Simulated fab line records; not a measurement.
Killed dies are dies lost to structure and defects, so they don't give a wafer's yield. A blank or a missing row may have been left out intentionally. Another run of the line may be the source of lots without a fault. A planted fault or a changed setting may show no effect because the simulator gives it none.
fab line records	flow n5Finfet
[record] lots = 13	wafers = 33	lastDay = 17
route steps=1938 shown BEOL_M10@1535 BEOL_M11@1557
lots with no fault: from the same line, run without faults
startH: start of the lot's first displayed wafer, in hours after the record's first day	waitH: hours from the lot's prior step to this one	" same as the row above	L1.1+2: several wafers, shown together as one row	- no value present, or no start provided	* or withheld: withheld	< > ~ a bound
route shown NAME@n: a module of which the file shows steps, and the number in the route of the first	usual: mean and standard deviation over wafers with no fault	same: alike in all rows	chamber/n: place in a boat	sites: the reading at each site	_std_site: the values' standard deviation	_edge_site: mean of outer sites minus mean of inner sites	radiusMm: how far each site lies from the wafer's centre	mask NAME#n: copy n	behind: the tool/chamber that last shaped the wafer	hold: what put the lot on hold/how long, in hours/how the hold closed	device: the n, p or np transistor that did not switch	end of line: the route-end tests of the same wafers	a step with no rows: only its recipe	killed: at the first sort, the dies lost to defects and structure; wafer yield is something else	map: a wafer's dies, marking killed ones x, the rest . and places with no die _
set.NAME: setting as actually run; set.NAME@STEP: the setting as run at that earlier step	model.NAME: the simulator's own value behind a step, which no gauge read
the route's steps for a sample of lots (tables are steps, rows are wafers)
services: a tool's chamber out of use, with start hour (startH, from the record's first day; less than 0 if before it), hours out, and reason
[[steps]]
[step N5_BEOL_M10_INSPECT_58]
[recipe] inspectInstrument = darkfield	mode = postDep
[usual] rawDefectCount = 71/22
lot.wafer	tool	chamber	startH	waitH	rawDefectCount
L996.3	defectInspect-02	-	234.54	0.0	134
L996.4	"	-	"	"	88
L997.2	defectInspect-02	-	234.83	0.0	73
L997.4	"	-	"	"	47
L997.6	"	-	"	"	72
L994.1	defectInspect-01	-	246.58	0.0	119
L994.3	"	-	"	"	81
L994.5	"	-	"	"	108
L999.1	defectInspect-02	-	249.87	0.0	67
L999.5	"	-	"	"	43
L998.4	defectInspect-01	-	250.68	0.0	79
L998.5	"	-	"	"	111
L998.6	"	-	"	"	79
L103.3	defectInspect-02	-	279.93	0.0	56
L103.4	"	-	"	"	102
L104.1	defectInspect-02	-	287.94	0.0	70
L104.2	"	-	"	"	41
L104.4	"	-	"	"	67
L106.2	defectInspect-02	-	296.00	0.0	66
L106.4	"	-	"	"	50
L106.5	"	-	"	"	72
L109.2	defectInspect-01	-	314.46	0.0	141
L109.6	"	-	"	"	85
L111.2	defectInspect-01	-	320.24	0.0	69
L111.5	"	-	"	"	40
L111.6	"	-	"	"	39
L110.3	defectInspect-02	-	330.62	0.0	62
L110.5	"	-	"	"	63
L117.4	defectInspect-02	-	360.26	0.0	84
L117.6	"	-	"	"	75
L116.1	defectInspect-01	-	360.64	0.0	62
L116.4	"	-	"	"	77
L116.6	"	-	"	"	49
[step N5_BEOL_M11_HM_OPEN_17]
[recipe] chemistry = Cl2/BCl3	targetDepthA = 200	overetchA = 60	target = TiN	maskMaterial = SOC	ionEnergyEv = 150	pressureMtorr = 10	icpW = 1000	biasW = 126	Cl2_flow_sccm = 53.25	bcl3FlowSccm = 21.75	Ar_flow_sccm = 25
[usual] drypumpMotorCurrentA = 5.78/0.27	mfcArSccm = 25.01/0.078	oesProductAu = 0.66/0.036	throttleValvePct = 22.2/0.36
lot.wafer	tool	chamber	startH	waitH	drypumpMotorCurrentA	mfcArSccm	oesProductAu	rfHoursCounterH	throttleValvePct
L996.3	rieMetal-01	0	236.51	0.1	5.93	25.10	0.67	-	21.7
L996.4	"	1	"	"	5.23	24.99	0.61	-	22.2
L997.2	rieMetal-02	0	236.55	0.0	6.02	25.05	0.76	13	21.9
L997.4	"	0	"	"	5.96	25.10	0.73	-	21.9
L997.6	"	0	"	"	6.00	24.99	0.74	-	21.9
L994.1	rieMetal-01	0	248.74	0.0	5.95	25.07	0.66	43	21.7
L994.3	"	0	"	"	5.98	25.19	0.67	-	21.8
L994.5	"	1	"	"	5.23	25.09	0.61	-	22.2
L999.1	rieMetal-01	1	254.25	0.0	5.23	24.90	0.61	65	22.2
L999.5	"	1	"	"	5.24	25.00	0.61	-	22.2
L998.4	rieMetal-02	1	254.63	0.1	5.89	25.02	0.67	-	22.8
L998.5	"	0	"	"	5.98	25.08	0.72	-	21.9
L998.6	"	1	"	"	5.90	24.95	0.66	-	22.9
L103.3	rieMetal-03	1	282.48	0.1	5.83	25.02	0.66	-	22.3
L103.4	"	0	"	"	5.78	25.14	0.63	-	22.1
L104.1	rieMetal-02	0	289.90	0.0	5.99	25.01	0.71	18	21.9
L104.2	"	1	"	"	5.88	24.99	0.67	40	22.8
L104.4	"	0	"	"	6.01	24.97	0.73	-	21.9
L106.2	rieMetal-03	1	299.11	0.0	5.83	24.93	0.66	48	22.3
L106.4	"	0	"	"	5.79	24.94	0.63	-	22.1
L106.5	"	0	"	"	5.80	24.94	0.63	-	22.1
L109.2	rieMetal-03	1	316.41	0.0	5.84	25.03	0.66	50	22.3
L109.6	"	1	"	"	5.83	25.07	0.65	-	22.3
L111.2	rieMetal-01	1	322.53	0.0	5.24	24.97	0.61	67	22.2
L111.5	"	0	"	"	5.96	24.99	0.65	-	21.7
L111.6	"	1	"	"	5.26	25.01	0.60	-	22.2
L110.3	rieMetal-02	0	332.72	0.1	6.02	25.01	0.71	-	21.9
L110.5	"	1	"	"	5.89	24.99	0.65	-	22.9
L117.4	rieMetal-03	0	362.57	0.1	5.78	24.97	0.63	-	22.1
L117.6	"	0	"	"	5.80	25.01	0.64	-	22.0
L116.1	rieMetal-02	1	363.16	0.0	5.85	25.09	0.64	48	22.9
L116.4	"	1	"	"	5.86	24.88	0.65	-	22.9
L116.6	"	0	"	"	6.01	25.06	0.69	-	21.9
[step N5_BEOL_M11_COAT_64]
[recipe] resist = SiARC	tempC = 220	timeS = 60	spinRpm = 1500	resistThkNm = 30
[usual] spinSpeedRpm = 1500.1/1
lot.wafer	tool	chamber	startH	waitH	spinSpeedRpm
L996.3	lithoTrack-04	0	236.76	-	1499.8
L996.4	"	0	"	"	1499.6
L997.2	lithoTrack-05	0	236.82	-	1500.6
L997.4	"	0	"	"	1500.1
L997.6	"	0	"	"	1500.8
L994.1	lithoTrack-05	0	249.27	-	1500.2
L994.3	"	0	"	"	1498.5
L994.5	"	0	"	"	1500.6
L999.1	lithoTrack-03	0	256.12	-	1500.7
L999.5	"	0	"	"	1500.0
L998.4	lithoTrack-04	0	256.12	-	1500.2
L998.5	"	0	"	"	1498.6
L998.6	"	0	"	"	1498.5
L103.3	lithoTrack-04	0	282.83	-	1534.5
L103.4	"	0	"	"	1534.8
L104.1	lithoTrack-05	0	292.32	-	1500.1
L104.2	"	0	"	"	1500.5
L104.4	"	0	"	"	1501.3
L106.2	lithoTrack-04	0	300.24	-	1534.8
L106.4	"	0	"	"	1535.2
L106.5	"	0	"	"	1535.7
L109.2	lithoTrack-05	0	316.79	-	1499.2
L109.6	"	0	"	"	1499.7
L111.2	lithoTrack-03	0	323.28	-	1500.7
L111.5	"	0	"	"	1498.5
L111.6	"	0	"	"	1502.0
L110.3	lithoTrack-05	0	334.76	-	1498.9
L110.5	"	0	"	"	1500.2
L117.4	lithoTrack-03	0	363.61	-	1498.9
L117.6	"	0	"	"	1500.4
L116.1	lithoTrack-04	0	363.61	-	1499.4
L116.4	"	0	"	"	1499.5
L116.6	"	0	"	"	1500.0
[step N5_BEOL_M11_CD_MEAS_28]
[recipe] targetCdNm = 70	landingEnergyEv = 500	detector = seInlens	polarity = opening
[usual] cdNm = 70.0/1.3
lot.wafer	tool	chamber	startH	waitH	cdNm
L996.3	cdSem-02	0	237.13	-	69.0
L996.4	"	0	"	"	70.6
L997.2	cdSem-02	0	237.30	-	72.2
L997.4	"	0	"	"	70.8
L997.6	"	0	"	"	72.0
L994.1	cdSem-02	0	249.51	-	71.1
L994.3	"	0	"	"	69.9
L994.5	"	0	"	"	70.3
L999.1	cdSem-01	0	256.49	-	70.9
L999.5	"	0	"	"	69.5
L998.4	cdSem-02	0	256.66	-	69.2
L998.5	"	0	"	"	70.7
L998.6	"	0	"	"	71.8
L103.3	cdSem-01	0	283.20	-	69.4
L103.4	"	0	"	"	71.6
L104.1	cdSem-01	0	292.57	-	69.5
L104.2	"	0	"	"	67.5
L104.4	"	0	"	"	69.4
L106.2	cdSem-03	0	300.78	-	67.5
L106.4	"	0	"	"	67.1
L106.5	"	0	"	"	67.7
L109.2	cdSem-03	0	317.04	-	69.8
L109.6	"	0	"	"	70.2
L111.2	cdSem-03	0	323.53	-	70.2
L111.5	"	0	"	"	68.3
L111.6	"	0	"	"	70.5
L110.3	cdSem-01	0	335.04	-	68.5
L110.5	"	0	"	"	68.6
L117.4	cdSem-01	0	363.98	-	70.2
L117.6	"	0	"	"	71.4
L116.1	cdSem-02	0	364.14	-	69.8
L116.4	"	0	"	"	70.0
L116.6	"	0	"	"	69.3
[[services]]
tool	chamber	startH	hours	kind
rieMetal-01	-	225.67	1.5	repair
lithoTrack-03	-	246.46	-	consumableReplace:filter
lithoTrack-04	-	260.47	-	consumableReplace:filter
rieMetal-01	-	281.69	1.1	repair
rieMetal-03	0	323.04	36.5	repair
rieMetal-02	-	355.62	2.8	pm
[[key]]
[firstSign] step = N5_BEOL_M11_COAT_64	reading = spinSpeedRpm	direction = up	sigmas = 34	usual = *	struck = *
effect none on later readings
metAt N5_BEOL_M11_COAT_64
struckLots L103,L106
[baselineLoss] step = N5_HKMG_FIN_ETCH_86	wafers = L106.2
notActingAt N5_BEOL_M10_INSPECT_58,N5_BEOL_M11_HM_OPEN_17,N5_BEOL_M11_CD_MEAS_28
onsetBetween 256.12 282.83
[fault] kind = processParameterDrift	tool = lithoTrack-04	chamber = -	onsetH = 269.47	steps = N5_BEOL_M11_COAT_64	channel = spinRpm	offset = *	shape = step	endH = 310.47	actsIn = *	stated = *
// baselineLoss: these wafers lose ten dies or more at that step, a loss of the line's own and not of a fault; the sort's usual values leave them out
